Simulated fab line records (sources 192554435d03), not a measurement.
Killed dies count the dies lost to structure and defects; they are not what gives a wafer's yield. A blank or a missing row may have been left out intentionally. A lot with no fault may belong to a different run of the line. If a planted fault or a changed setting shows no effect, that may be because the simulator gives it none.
fab line records -- flow n5-finfet
record: lots: 9, wafers: 27, last-day: 18
route steps=1938 shown BEOL_M4@1085 BEOL_M5@1128 PASSIVATION@1936
lots that met no fault: from a run of the same line without faults
start-h: start of the lot's first displayed wafer, in hours after the record's first day -- wait-h: time in hours since the lot's previous step -- " same as the row above -- L1.1+2: several wafers, shown together as one row -- - no value, or no start given -- * or withheld: withheld -- < > ~ a bound
route shown NAME@n: names a module that has steps shown in the file, with the first one's number in the route -- usual: mean/standard deviation taken from wafers without a fault -- same: alike in all rows -- chamber/n: place in a boat -- sites: readings site by site -- _std_site: how widely they spread, as a standard deviation -- _edge_site: outer sites' mean less inner sites' -- radius-mm: for every site, how far away it sits from the centre of the wafer -- mask NAME#n: copy n -- behind: the tool/chamber that last shaped the wafer -- hold: why the lot went on hold/how many hours it stayed there/how the hold came to an end -- device: which transistor (n, p or np) failed to switch -- end of line: at the end of the route, the tests of the same wafers -- a step without rows: its recipe alone -- killed: at the first sort, the dies lost to defects and structure; wafer yield is something else -- map: the dies of a wafer, with x for killed, . for not killed, _ for no die there
set.NAME: the run value of the setting; set.NAME@STEP: its run value at that earlier step -- model.NAME: the simulator's own value behind a step, which no gauge read
steps of the route over a sample of lots; a table a step, a row a wafer
services: the hour from which a tool's chamber was out of use, counted from the record's first day as start-h (under 0 if before that day), plus the number of hours and why
== steps ==
step: N5_BEOL_M4_ANNEAL_49
recipe: temp-c: 400, time-s: 240, ambient: vacuum
usual: heater-power-w: 814/82, susceptor_temp_C_max: 401.0/0.43
lot.wafer,tool,chamber,start-h,wait-h,heater-power-w,susceptor_temp_C_max
L681.1,pvd-sputter-01,-,170.96,0.0,707,401.3
L681.3,pvd-sputter-01,-,170.96,0.0,868,401.0
L681.4,pvd-sputter-01,-,170.96,0.0,779,401.5
L682.2,pvd-sputter-02,-,171.42,0.0,810,400.7
L682.3,pvd-sputter-02,-,171.42,0.0,855,401.5
L682.4,pvd-sputter-02,-,171.42,0.0,833,401.4
L683.1,pvd-sputter-02,-,186.12,0.0,804,400.7
L683.2,pvd-sputter-02,-,186.12,0.0,895,400.9
L683.5,pvd-sputter-02,-,186.12,0.0,838,400.7
L691.1,pvd-sputter-01,-,224.50,0.0,814,401.0
L691.3,pvd-sputter-01,-,224.50,0.0,865,400.8
L691.5,pvd-sputter-01,-,224.50,0.0,837,400.8
L694.1,pvd-sputter-02,-,249.84,0.0,839,401.1
L694.5,pvd-sputter-02,-,249.84,0.0,844,401.2
L694.6,pvd-sputter-02,-,249.84,0.0,901,400.7
L695.3,pvd-sputter-01,-,252.49,0.0,675,401.3
L695.5,pvd-sputter-01,-,252.49,0.0,873,400.6
L695.6,pvd-sputter-01,-,252.49,0.0,692,400.7
L696.1,pvd-sputter-01,-,254.99,0.0,892,400.9
L696.4,pvd-sputter-01,-,254.99,0.0,854,400.7
L696.5,pvd-sputter-01,-,254.99,0.0,779,402.5
L698.2,pvd-sputter-01,-,273.82,0.0,845,401.0
L698.3,pvd-sputter-01,-,273.82,0.0,891,400.9
L698.4,pvd-sputter-01,-,273.82,0.0,809,402.3
L702.1,pvd-sputter-02,-,311.93,0.0,812,400.5
L702.3,pvd-sputter-02,-,311.93,0.0,880,400.3
L702.5,pvd-sputter-02,-,311.93,0.0,832,401.6
step: N5_BEOL_M4_ANNEAL_80
recipe: temp-c: 400, time-s: 240, ambient: vacuum
usual: heater-power-w: 817/81, susceptor_temp_C_max: 400.9/0.4
lot.wafer,tool,chamber,start-h,wait-h,heater-power-w,susceptor_temp_C_max
L681.1,pvd-sputter-01,-,171.18,0.0,706,400.6
L681.3,pvd-sputter-01,-,171.18,0.0,840,400.8
L681.4,pvd-sputter-01,-,171.18,0.0,814,401.9
L682.2,pvd-sputter-02,-,171.64,0.0,804,400.5
L682.3,pvd-sputter-02,-,171.64,0.0,871,400.9
L682.4,pvd-sputter-02,-,171.64,0.0,866,401.1
L683.1,pvd-sputter-02,-,186.34,0.0,822,400.4
L683.2,pvd-sputter-02,-,186.34,0.0,886,400.5
L683.5,pvd-sputter-02,-,186.34,0.0,837,401.2
L691.1,pvd-sputter-01,-,224.72,0.0,832,400.6
L691.3,pvd-sputter-01,-,224.72,0.0,877,400.7
L691.5,pvd-sputter-01,-,224.72,0.0,865,400.7
L694.1,pvd-sputter-02,-,250.06,0.0,840,401.4
L694.5,pvd-sputter-02,-,250.06,0.0,843,401.0
L694.6,pvd-sputter-02,-,250.06,0.0,889,401.1
L695.3,pvd-sputter-01,-,252.71,0.0,703,401.6
L695.5,pvd-sputter-01,-,252.71,0.0,864,400.5
L695.6,pvd-sputter-01,-,252.71,0.0,699,400.9
L696.1,pvd-sputter-01,-,255.23,0.0,887,400.6
L696.4,pvd-sputter-01,-,255.23,0.0,812,400.7
L696.5,pvd-sputter-01,-,255.23,0.0,816,401.8
L698.2,pvd-sputter-01,-,274.04,0.0,848,400.7
L698.3,pvd-sputter-01,-,274.04,0.0,855,400.8
L698.4,pvd-sputter-01,-,274.04,0.0,801,401.4
L702.1,pvd-sputter-02,-,312.15,0.0,821,400.5
L702.3,pvd-sputter-02,-,312.15,0.0,896,401.0
L702.5,pvd-sputter-02,-,312.15,0.0,867,401.3
step: N5_BEOL_M4_SPUTTER_81
recipe: material: Cu, target-thk-a: 45, temp-c: -20, chamber-pressure-pa: 0.07, power-w: withheld, time-s: 8.29
usual: throttle-valve-pct: 30.9/0.74
lot.wafer,tool,chamber,start-h,wait-h,throttle-valve-pct
L681.1,pvd-sputter-01,-,171.32,0.1,30.7
L681.3,pvd-sputter-01,-,171.32,0.1,31.7
L681.4,pvd-sputter-01,-,171.32,0.1,31.6
L682.2,pvd-sputter-02,-,171.78,0.1,30.2
L682.3,pvd-sputter-02,-,171.78,0.1,31.3
L682.4,pvd-sputter-02,-,171.78,0.1,31.1
L683.1,pvd-sputter-02,-,186.48,0.1,30.4
L683.2,pvd-sputter-02,-,186.48,0.1,32.1
L683.5,pvd-sputter-02,-,186.48,0.1,31.4
L691.1,pvd-sputter-01,-,224.86,0.1,31.9
L691.3,pvd-sputter-01,-,224.86,0.1,30.2
L691.5,pvd-sputter-01,-,224.86,0.1,30.9
L694.1,pvd-sputter-02,-,250.20,0.1,31.1
L694.5,pvd-sputter-02,-,250.20,0.1,30.9
L694.6,pvd-sputter-02,-,250.20,0.1,31.8
L695.3,pvd-sputter-01,-,252.85,0.1,30.6
L695.5,pvd-sputter-01,-,252.85,0.1,30.2
L695.6,pvd-sputter-01,-,252.85,0.1,30.5
L696.1,pvd-sputter-01,-,255.39,0.1,30.7
L696.4,pvd-sputter-01,-,255.39,0.1,32.1
L696.5,pvd-sputter-01,-,255.39,0.1,31.3
L698.2,pvd-sputter-01,-,274.18,0.1,32.1
L698.3,pvd-sputter-01,-,274.18,0.1,30.5
L698.4,pvd-sputter-01,-,274.18,0.1,31.1
L702.1,pvd-sputter-02,-,312.29,0.1,30.1
L702.3,pvd-sputter-02,-,312.29,0.1,32.2
L702.5,pvd-sputter-02,-,312.29,0.1,31.2
step: N5_BEOL_M4_DEP_57
recipe: material: SiCN, target-thk-a: 80, temp-c: withheld, precursor: 3MS/NH3, pressure-torr: 3, rf-w: 202, time-s: 14
usual: showerhead-plenum-p-Torr: 3.668/0.012, showerhead-vpp-V: 872/17, throttle-valve-pct: 9.2/0.37
lot.wafer,tool,chamber,start-h,wait-h,showerhead-plenum-p-Torr,showerhead-vpp-V,since-wet-clean-h,throttle-valve-pct
L681.1,pecvd-04,2,173.63,0.0,3.648,848,305,9.1
L681.3,pecvd-04,0,173.63,0.0,3.662,841,1059,9.4
L681.4,pecvd-04,0,173.63,0.0,3.654,827,-,9.4
L682.2,pecvd-03,0,174.15,0.0,3.684,884,1241,9.9
L682.3,pecvd-03,1,174.15,0.0,3.672,875,1966,8.9
L682.4,pecvd-03,1,174.15,0.0,3.679,884,-,8.9
L683.1,pecvd-04,2,188.88,0.0,3.653,865,320,9.3
L683.2,pecvd-04,1,188.88,0.0,3.666,876,1799,9.1
L683.5,pecvd-04,2,188.88,0.0,3.647,878,-,9.0
L691.1,pecvd-04,0,227.16,0.0,3.664,840,1112,9.3
L691.3,pecvd-04,1,227.16,0.0,3.664,888,1837,9.1
L691.5,pecvd-04,2,227.16,0.0,3.642,862,-,9.3
L694.1,pecvd-04,0,252.51,0.0,3.654,845,1138,9.4
L694.5,pecvd-04,2,252.51,0.0,3.647,874,-,9.0
L694.6,pecvd-04,1,252.51,0.0,3.660,889,-,9.2
L695.3,pecvd-04,0,255.44,0.0,3.662,835,1141,9.3
L695.5,pecvd-04,0,255.44,0.0,3.663,839,-,9.2
L695.6,pecvd-04,2,255.44,0.0,3.656,862,-,9.1
L696.1,pecvd-03,1,257.87,0.0,3.674,882,2049,8.9
L696.4,pecvd-03,2,257.87,0.0,3.685,872,-,9.0
L696.5,pecvd-03,0,257.87,0.0,3.674,872,-,10.1
L698.2,pecvd-02,1,276.67,0.0,3.687,866,1706,8.5
L698.3,pecvd-02,0,276.67,0.0,3.668,855,981,9.3
L698.4,pecvd-02,2,276.67,0.0,3.663,893,-,9.0
L702.1,pecvd-03,1,314.62,0.0,3.679,891,2106,9.0
L702.3,pecvd-03,2,314.62,0.0,3.679,872,627,9.0
L702.5,pecvd-03,1,314.62,0.0,3.673,893,-,8.9
step: N5_BEOL_M4_INSPECT_59
recipe: inspect-instrument: darkfield, mode: post-dep
usual: raw-defect-count: 71/22
lot.wafer,tool,chamber,start-h,wait-h,raw-defect-count
L681.1,defect-inspect-02,-,173.72,0.0,48
L681.3,defect-inspect-02,-,173.72,0.0,60
L681.4,defect-inspect-02,-,173.72,0.0,36
L682.2,defect-inspect-01,-,174.25,0.0,65
L682.3,defect-inspect-01,-,174.25,0.0,69
L682.4,defect-inspect-01,-,174.25,0.0,72
L683.1,defect-inspect-01,-,188.98,0.0,92
L683.2,defect-inspect-01,-,188.98,0.0,70
L683.5,defect-inspect-01,-,188.98,0.0,68
L691.1,defect-inspect-01,-,227.26,0.0,71
L691.3,defect-inspect-01,-,227.26,0.0,54
L691.5,defect-inspect-01,-,227.26,0.0,53
L694.1,defect-inspect-02,-,252.61,0.0,909
L694.5,defect-inspect-02,-,252.61,0.0,911
L694.6,defect-inspect-02,-,252.61,0.0,993
L695.3,defect-inspect-02,-,255.54,0.0,950
L695.5,defect-inspect-02,-,255.54,0.0,1002
L695.6,defect-inspect-02,-,255.54,0.0,953
L696.1,defect-inspect-02,-,257.96,0.0,86
L696.4,defect-inspect-02,-,257.96,0.0,78
L696.5,defect-inspect-02,-,257.96,0.0,88
L698.2,defect-inspect-02,-,276.76,0.0,121
L698.3,defect-inspect-02,-,276.76,0.0,64
L698.4,defect-inspect-02,-,276.76,0.0,83
L702.1,defect-inspect-02,-,314.72,0.0,53
L702.3,defect-inspect-02,-,314.72,0.0,78
L702.5,defect-inspect-02,-,314.72,0.0,70
step: N5_BEOL_M4_RC_MEAS_101
usual: DIBL_N: 36.4/1.2, DIBL_P: 36.1/1.6, IOFF_N: 0.156/0.024, IOFF_P: 0.21/0.031, ION_N: 674/11, ION_P: 463/6.9, SS_N: 71.5/0.5, SS_P: 73.2/0.55, VT_N: 250.0/2.9, VT_P: -250/3.6
lot.wafer,tool,chamber,start-h,wait-h,DIBL_N[mV/V],DIBL_P[mV/V],IOFF_N[nA/um],IOFF_P[nA/um],ION_N[uA/um],ION_P[uA/um],SS_N[mV/dec],SS_P[mV/dec],VT_N[mV],VT_P[mV]
L681.1,prober-01,0,173.74,0.0,37.3,38.3,0.181,0.23,680,469,72.1,73.3,247.3,-250
L681.3,prober-01,0,173.74,0.0,38.7,39.4,0.208,0.24,684,464,72.1,73.8,244.2,-249
L681.4,prober-01,0,173.74,0.0,36.8,37.6,0.167,0.21,674,459,72.4,73.3,247.0,-251
L682.2,prober-02,0,174.43,0.2,35.5,36.6,0.160,0.20,675,456,71.5,73.7,248.2,-252
L682.3,prober-02,0,174.43,0.2,35.4,36.2,0.146,0.18,661,450,71.3,73.5,250.2,-257
L682.4,prober-02,0,174.43,0.2,37.9,39.3,0.207,0.24,679,463,71.7,75.0,244.5,-249
L683.1,prober-02,0,189.00,0.0,37.3,39.6,0.204,0.26,698,473,72.3,73.9,245.0,-250
L683.2,prober-02,0,189.00,0.0,35.2,37.1,0.160,0.22,669,459,71.4,73.7,249.5,-248
L683.5,prober-02,0,189.00,0.0,36.6,38.4,0.183,0.24,676,461,71.8,73.5,247.5,-250
L691.1,prober-01,0,227.28,0.0,34.6,32.7,0.127,0.18,661,454,71.4,72.3,255.9,-252
L691.3,prober-01,0,227.28,0.0,34.1,32.2,0.117,0.17,660,453,71.3,72.0,255.5,-253
L691.5,prober-01,0,227.28,0.0,36.6,35.1,0.156,0.21,678,460,71.4,73.0,250.3,-249
L694.1,prober-02,0,252.63,0.0,37.7,36.7,0.170,0.20,672,455,71.7,74.1,250.4,-252
L694.5,prober-02,0,252.63,0.0,35.5,34.2,0.130,0.16,667,460,70.6,73.1,253.5,-256
L694.6,prober-02,0,252.63,0.0,35.6,34.6,0.140,0.17,671,460,71.4,73.3,252.1,-254
L695.3,prober-01,0,255.87,0.3,36.6,34.7,0.131,0.19,657,461,71.2,73.2,252.3,-251
L695.5,prober-01,0,255.87,0.3,37.2,35.6,0.152,0.19,670,458,71.5,73.2,250.9,-251
L695.6,prober-01,0,255.87,0.3,35.9,34.3,0.130,0.17,664,460,71.3,73.3,251.3,-252
L696.1,prober-01,0,257.99,0.0,35.7,34.8,0.138,0.19,668,461,70.4,73.1,249.6,-249
L696.4,prober-01,0,257.99,0.0,35.9,35.4,0.143,0.21,668,461,71.3,72.7,248.5,-250
L696.5,prober-01,0,257.99,0.0,36.2,35.9,0.145,0.21,669,466,71.4,72.7,249.6,-248
L698.2,prober-01,0,276.94,0.2,37.7,36.7,0.175,0.25,679,467,71.8,73.3,247.2,-247
L698.3,prober-01,0,276.94,0.2,37.7,37.1,0.186,0.26,688,470,71.7,74.1,247.7,-247
L698.4,prober-01,0,276.94,0.2,36.4,34.8,0.149,0.22,661,463,71.0,73.3,250.1,-248
L702.1,prober-01,0,314.74,0.0,35.8,35.8,0.156,0.19,678,464,71.4,73.8,248.1,-253
L702.3,prober-01,0,314.74,0.0,35.0,34.4,0.141,0.17,674,452,72.0,73.3,251.6,-255
L702.5,prober-01,0,314.74,0.0,35.1,34.8,0.140,0.17,681,464,71.5,72.8,248.5,-254
step: N5_BEOL_M5_INSPECT_13
recipe: mode: adi, inspect-instrument: brightfield
usual: raw-defect-count: 385/82
lot.wafer,tool,chamber,start-h,wait-h,raw-defect-count
L681.1,defect-inspect-02,-,178.07,0.1,473
L681.3,defect-inspect-02,-,178.07,0.1,382
L681.4,defect-inspect-02,-,178.07,0.1,335
L682.2,defect-inspect-02,-,178.30,0.0,400
L682.3,defect-inspect-02,-,178.30,0.0,408
L682.4,defect-inspect-02,-,178.30,0.0,464
L683.1,defect-inspect-02,-,191.64,0.1,482
L683.2,defect-inspect-02,-,191.64,0.1,354
L683.5,defect-inspect-02,-,191.64,0.1,352
L691.1,defect-inspect-01,-,229.40,0.1,331
L691.3,defect-inspect-01,-,229.40,0.1,293
L691.5,defect-inspect-01,-,229.40,0.1,303
L694.1,defect-inspect-02,-,255.68,0.1,1189
L694.5,defect-inspect-02,-,255.68,0.1,1197
L694.6,defect-inspect-02,-,255.68,0.1,1344
L695.3,defect-inspect-02,-,258.66,0.0,1235
L695.5,defect-inspect-02,-,258.66,0.0,1316
L695.6,defect-inspect-02,-,258.66,0.0,1322
L696.1,defect-inspect-02,-,260.26,0.1,537
L696.4,defect-inspect-02,-,260.26,0.1,389
L696.5,defect-inspect-02,-,260.26,0.1,402
L698.2,defect-inspect-02,-,279.48,0.0,443
L698.3,defect-inspect-02,-,279.48,0.0,273
L698.4,defect-inspect-02,-,279.48,0.0,286
L702.1,defect-inspect-01,-,318.03,0.1,394
L702.3,defect-inspect-01,-,318.03,0.1,456
L702.5,defect-inspect-01,-,318.03,0.1,519
step: N5_PASSIVATION_PROBE_49
usual: defect-limited-yield: 91.4/1.5, killed_at_M0_to_M3: 31/11, killed_at_M4_up: 13/5.5, killed-at-contacts: 13/6.3, killed-at-front-end: 40/13, killed-at-other: 3.3/2.6, killed-dies: 101/18, killed-open: 67/13, killed-short: 33/7.9, sort_bin_5_function: 5.1/1, sort_bin_6_memory: 3.2/0.68, sort-n-pass: 1079/18, sort-yield-pct: 91.4/1.5
same: gross-dies: 1180, killed-at-back-side: 0, sort_bin_4_leakage[%]: 0, sort_bin_8_speed[%]: 0
lot.wafer,tool,chamber,start-h,wait-h,defect-limited-yield[%],killed_at_M0_to_M3,killed_at_M4_up,killed-at-contacts,killed-at-front-end,killed-at-other,killed-dies,killed-open,killed-short,sort_bin_5_function[%],sort_bin_6_memory[%],sort-n-pass,sort-yield-pct[%]
L694.1,prober-01,-,354.22,0.0,78.4,51,151,12,38,3,255,71,44,13.3,5.1,925,78.4
L694.5,prober-01,-,354.42,0.2,84.4,21,99,13,44,7,184,63,35,8.7,4.2,996,84.4
L694.6,prober-01,-,354.47,0.3,79.7,35,159,10,30,5,239,67,32,12.5,4.4,941,79.7
L695.3,prober-02,-,359.16,0.1,76.6,46,160,17,49,4,276,86,46,15.0,5.9,904,76.6
L695.5,prober-02,-,359.26,0.2,76.0,53,173,10,39,8,283,94,45,15.3,5.3,897,76.0
L695.6,prober-02,-,359.31,0.3,81.1,44,94,15,68,2,223,98,39,11.4,5.2,957,81.1
killed by level:class
L694.1 BEOL_M4:unspecified=140 BEOL_M0_SAQP:geometric-particle:short=17 BEOL_M0_SAQP:geometric-particle:open=15 DUMMY_GATE:geometric-particle:open=9 FIN_SAQP:geometric-particle:short=8 MOL_CONTACT_COAG:geometric-particle:open=8 BEOL_M2:geometric-particle:open=7 BEOL_M3:geometric-particle:open=6
L694.5 BEOL_M4:unspecified=86 STI_FIN_REVEAL:geometric-particle:open=13 FIN_SAQP:geometric-particle:short=11 MOL_CONTACT_COAG:geometric-particle:open=9 BEOL_M3:geometric-particle:open=8 DUMMY_GATE:geometric-particle:open=5 BEOL_M4:geometric-particle:open=5 MOL_CONTACT_COAG:geometric-particle:short=4
L694.6 BEOL_M4:unspecified=139 FIN_SAQP:geometric-particle:short=12 MOL_CONTACT_COAG:geometric-particle:open=9 BEOL_M2:geometric-particle:open=9 BEOL_M0:geometric-particle:open=6 BEOL_M0_SAQP:geometric-particle:open=5 BEOL_M3:geometric-particle:short=5 BEOL_M4:geometric-particle:open=5
L695.3 BEOL_M4:unspecified=144 BEOL_M0_SAQP:geometric-particle:open=18 MOL_CONTACT_COAG:geometric-particle:open=13 BEOL_M3:geometric-particle:open=13 GATE_CUT:geometric-particle:short=9 BEOL_M0_SAQP:geometric-particle:short=9 FIN_SAQP:geometric-particle:open=8 FIN_SAQP:geometric-particle:short=7
L695.5 BEOL_M4:unspecified=144 BEOL_M3:geometric-particle:open=16 FIN_SAQP:geometric-particle:open=11 BEOL_M0_SAQP:geometric-particle:open=11 BEOL_M4:geometric-particle:open=9 FIN_SAQP:geometric-particle:short=8 MOL_CONTACT_COAG:geometric-particle:open=8 GATE_CUT:geometric-particle:short=7
L695.6 BEOL_M4:unspecified=86 FIN_SAQP:geometric-particle:open=21 STI_FIN_REVEAL:geometric-particle:open=18 FIN_SAQP:geometric-particle:short=12 MOL_CONTACT_COAG:geometric-particle:open=11 BEOL_M0_SAQP:geometric-particle:short=11 BEOL_M0_SAQP:geometric-particle:open=11 BEOL_M3:geometric-particle:open=9
== services ==
tool,chamber,start-h,hours,kind
pecvd-02,2,152.88,5.5,scheduled-down
pecvd-04,-,154.32,2.8,pm
pecvd-02,0,158.34,4.6,scheduled-down
pecvd-02,1,173.68,2.1,scheduled-down
pecvd-04,0,190.36,5.5,scheduled-down
pecvd-04,2,234.50,16.5,scheduled-down
pecvd-03,-,254.41,2.8,pm
pecvd-02,2,286.00,2.1,scheduled-down
pecvd-03,1,304.93,5.0,scheduled-down
== key ==
first-sign: step: N5_BEOL_M4_INSPECT_59, reading: raw-defect-count, direction: up, sigmas: 41, usual: 71, struck: 953
effect: step: N5_BEOL_M5_INSPECT_13, reading: raw-defect-count, direction: up, sigmas: 11, usual: 385, struck: 1267
effect: step: N5_PASSIVATION_PROBE_49, reading: killed_at_M4_up, direction: up, sigmas: 23, usual: 13, struck: 139
more-kills-born-at: N5_BEOL_M4_DEP_57@pecvd-04: 739
met-at N5_BEOL_M4_DEP_57
struck-lots L694,L695
not-acting-at N5_BEOL_M4_ANNEAL_49,N5_BEOL_M4_ANNEAL_80,N5_BEOL_M4_SPUTTER_81
onset-between 227.16 252.51
fault: kind: chamber-particle-source, tool: pecvd-04, chamber: -, onset-h: 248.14, steps: N5_BEOL_M4_DEP_57, rate-per-visit-cm2: 1.3501, end-h: 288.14
